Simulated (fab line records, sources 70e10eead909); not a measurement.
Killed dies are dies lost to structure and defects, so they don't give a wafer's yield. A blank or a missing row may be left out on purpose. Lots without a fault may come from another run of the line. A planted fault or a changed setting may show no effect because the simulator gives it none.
A struck lot beside a sound one | flow nand_harc | 40 steps out of a route of 1302
Sound: wafers L201.1, L201.3, L201.4. Struck: wafers L203.1, L203.2, L203.5. The cause comes at the end.
At each step with rows: each side's tool, then ch and its chambers, then its first start. Under that, the readings that differ: sound wafers | struck wafers | difference of the means | sigmas: that difference in standard deviations of wafers without a fault.
alike: readings whose means differ by less than 2 such deviations, and words and numbers that are the same on both sides. not compared: withheld readings, readings that some wafer has no value for, bounds like >300 that may hide the same value, and numbers for which the record gives no deviation and whose values overlap.
The two part at a step that has a row with sigmas, a row that says differs or no value, or rows on one side only. Numbers that don't overlap but have no deviation are shown without sigmas and don't part them. A reading that every wafer of one side lacks parts them only if that side has two wafers or more.

first, 1 step without rows for these wafers: NHARC_P_CONTACT_ETCH_35 (etches the open film in CF4, target depth 39 nm, time 65 s).
NHARC_P_CONTACT_ETCH_36: etches the open film in N2/H2, target depth 260 nm, time 406.25 s.
  sound on rie_diel-03 ch 0,1,2; struck on rie_diel-03 ch 1,3
  alike: drypump_motor_current_A, n2_flow_sccm, oes_product_au, rf_vpp_V, showerhead_plenum_p_Torr, throttle_valve_pct
  not compared: rf_hours_counter_h
then, 3 steps without rows for these wafers: NHARC_P_CONTACT_ETCH_18 (etches the open film in C4F8/O2/Ar, target depth 481 nm, time 240.5 s); NHARC_P_CONTACT_STRIP_37 (strips in C4F8/O2/Ar); NHARC_P_CONTACT_ETCH_31 (etches the open film in CH3F/O2, target depth 30 nm, time 85.7 s).
NHARC_P_CONTACT_CD_MEAS_19:
  sound on cd_sem-01, day 7 22:59; struck on cd_sem-03, day 9 04:05
  alike: cd_nm
NHARC_P_CONTACT_STRIP_28: strips in O2.
  sound on rie_diel-03 ch 0,1,3, day 7 23:04; struck on rie_diel-02 ch 0,2, day 9 04:10
  alike: drypump_motor_current_A, oes_product_au, rf_vpp_V, showerhead_plenum_p_Torr, throttle_valve_pct
  not compared: rf_hours_counter_h
then, 1 step without rows for these wafers: NHARC_P_CONTACT_STRIP_29 (strips in post etch residue remover, time 1200 s).
NHARC_P_CONTACT_DEGAS_38: time 60 s.
  sound on pvd_sputter-03, day 7 23:42; struck on pvd_sputter-01, day 9 04:48
  alike: heater_power_w
then, 3 steps without rows for these wafers: NHARC_P_CONTACT_PRE_CLEAN_39 (time 19.5 s); NHARC_P_CONTACT_PVD_32 (deposits Ti, target thk 5 nm, time 17.7 s); NHARC_P_CONTACT_ALD_22 (deposits TiN, target thk 3 nm, pulse time 1 s, ald cycles 150).
NHARC_P_CONTACT_CVD_23: deposits W, target thk 200 nm, time 557 s.
  sound on cvd_w-01 ch 0,1, day 8 00:20; struck on cvd_w-02 ch 0,1, day 9 05:14
  alike: heater_power_w, mfc_wf6_sccm, throttle_valve_pct
then, 12 steps without rows for these wafers: NHARC_P_CONTACT_CMP_24 (polishes, t overpolish 30 s, target thk 200 nm); NHARC_P_CONTACT_SRD_26; NHARC_P_M0_DEP_00 (deposits SiOC, target thk 150 nm); NHARC_P_M0_DEHYDRATE_01 (time 120 s); NHARC_P_M0_HMDS_02 (time 30 s); NHARC_P_M0_COAT_33 (time 65 s); NHARC_P_M0_COAT_03 (resist thk 90 nm); NHARC_P_M0_SOFTBAKE_04 (time 55 s); NHARC_P_M0_EBR_05; NHARC_P_M0_EXPOSE_06 (exposes mask P M0, target cd 90 nm); NHARC_P_M0_PEB_07 (peb time 65 s); NHARC_P_M0_DEVELOP_08 (develop time 35 s).
NHARC_P_M0_CD_MEAS_09: target cd 90 nm.
  sound on cd_sem-01 ch 0, day 8 02:11; struck on cd_sem-03 ch 0, day 9 07:12
  alike: cd_nm
NHARC_P_M0_OVL_MEAS_10: pitch 180 nm.
  sound on overlay-02, day 8 02:17; struck on overlay-02, day 9 07:17
  alike: overlay_x_nm, overlay_y_nm
then, 3 steps without rows for these wafers: NHARC_P_M0_DESCUM_14 (chemistry O2, time 3 s); NHARC_P_M0_ETCH_34 (etches the open film in N2/H2, target depth 40 nm, overetch 12 nm, time 43.94 s); NHARC_P_M0_ETCH_15 (etches the open film in C4F8/Ar, target depth 150 nm, overetch 15 nm, time 82.5 s).
NHARC_P_M0_CD_MEAS_16:
  sound on cd_sem-02, day 8 02:40; struck on cd_sem-01, day 9 07:48
  alike: cd_nm
NHARC_P_M0_STRIP_18: strips in N2/H2.
  sound on rie_diel-06 ch 0,1,3, day 8 02:45; struck on rie_diel-12 ch 2,3, day 9 07:55
  alike: drypump_motor_current_A, n2_flow_sccm, oes_product_au, rf_vpp_V, showerhead_plenum_p_Torr, throttle_valve_pct
  not compared: rf_hours_counter_h
then, 6 steps without rows for these wafers: NHARC_P_M0_STRIP_19 (strips in post etch residue remover, time 600 s); NHARC_P_M0_DEGAS_28 (time 60 s); NHARC_P_M0_PRE_CLEAN_29 (time 30 s); NHARC_P_M0_PVD_20 (deposits TaN, target thk 5 nm, time 8.06 s); NHARC_P_M0_PVD_21 (deposits Cu, target thk 30 nm, time 20.49 s); NHARC_P_M0_ECD_22 (material Cu, target thk 400 nm).
NHARC_P_M0_ANNEAL_30: time 90 s.
  sound on rtp_anneal-02 ch 0, day 8 04:02; struck on rtp_anneal-02 ch 0, day 9 09:14
  alike: wafer_temp_C_max
-- the record jumps here: 18 days lie between the struck wafers' starts before and after (it left off in module P_M0 and takes up again in module END, whose first step shown is number 1302 of the route) --
NHARC_END_SORT_01:
  the record has rows for the struck wafers here (prober-02 ch 0, day 27 09:19) and none for the sound ones

WHERE THEY PART
Only at NHARC_END_SORT_01, within this record.

WHY: what the simulator had put in
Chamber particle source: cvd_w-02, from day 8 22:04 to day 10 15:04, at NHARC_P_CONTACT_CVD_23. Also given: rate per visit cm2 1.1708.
